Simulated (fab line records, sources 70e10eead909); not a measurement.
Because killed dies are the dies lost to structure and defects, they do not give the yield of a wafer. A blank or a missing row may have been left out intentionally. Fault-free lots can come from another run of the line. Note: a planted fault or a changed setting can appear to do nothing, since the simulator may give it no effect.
Matching of chambers | flow nand harc | cmp-01 running NHARC_A_CHANNEL_FILL_D1_CMP_10: 4 sister chambers
The step polishes, target thk 150 nm. 4 wafers are shown with their chamber, then 10 later ones without.

EACH WAFER AND ITS CHAMBER
wafer  | chamber | motor current A (A)
L088.5 | 3       | 11.5
L085.5 | 2       | 10.9
L090.2 | 1       | 13.7
L090.4 | 0       | 10.4

WAFERS WHOSE CHAMBER IS MISSING
wafer  | motor current A (A)
L090.5 | 9.9
L095.2 | 11.0
L095.4 | 13.4
L095.6 | 10.7
L096.2 | 11.9
L096.3 | 10.5
L096.5 | 11.2
L097.1 | 11.4
L097.2 | 13.1
L097.6 | 11.2

THE CHAMBER EACH PASSED THROUGH
wafer  | from the rows above          | in truth
L090.5 | can't be placed: 0 or 2      | 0
L095.2 | can't be placed: 2 or 3 or 0 | 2
L095.4 | 1                            | 1
L095.6 | can't be placed: 2 or 0 or 3 | 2
L096.2 | can't be placed: 3 or 2      | 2
L096.3 | can't be placed: 0 or 2      | 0
L096.5 | can't be placed: 2 or 3 or 0 | 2
L097.1 | can't be placed: 3 or 2      | 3
L097.2 | 1                            | 1
L097.6 | can't be placed: 2 or 3 or 0 | 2
2 of 10 placed correctly. Not placeable from these rows: 8 (in 8, the candidates include the true chamber). Number placed wrongly: 0.
How it was worked out, from the rows above alone: a wafer's distance from a chamber is the root of the sum, over the readings, of the square of ((its reading less the chamber's mean) divided by the reading's scatter). If the next closest chamber is less than 2 further off than the closest, the wafer can't be placed; otherwise it belongs to the closest. A chamber's mean is the mean of its shown wafers. The scatter: root of mean squared gap, hidden wafer to nearest shown wafer, with one shown wafer a chamber.
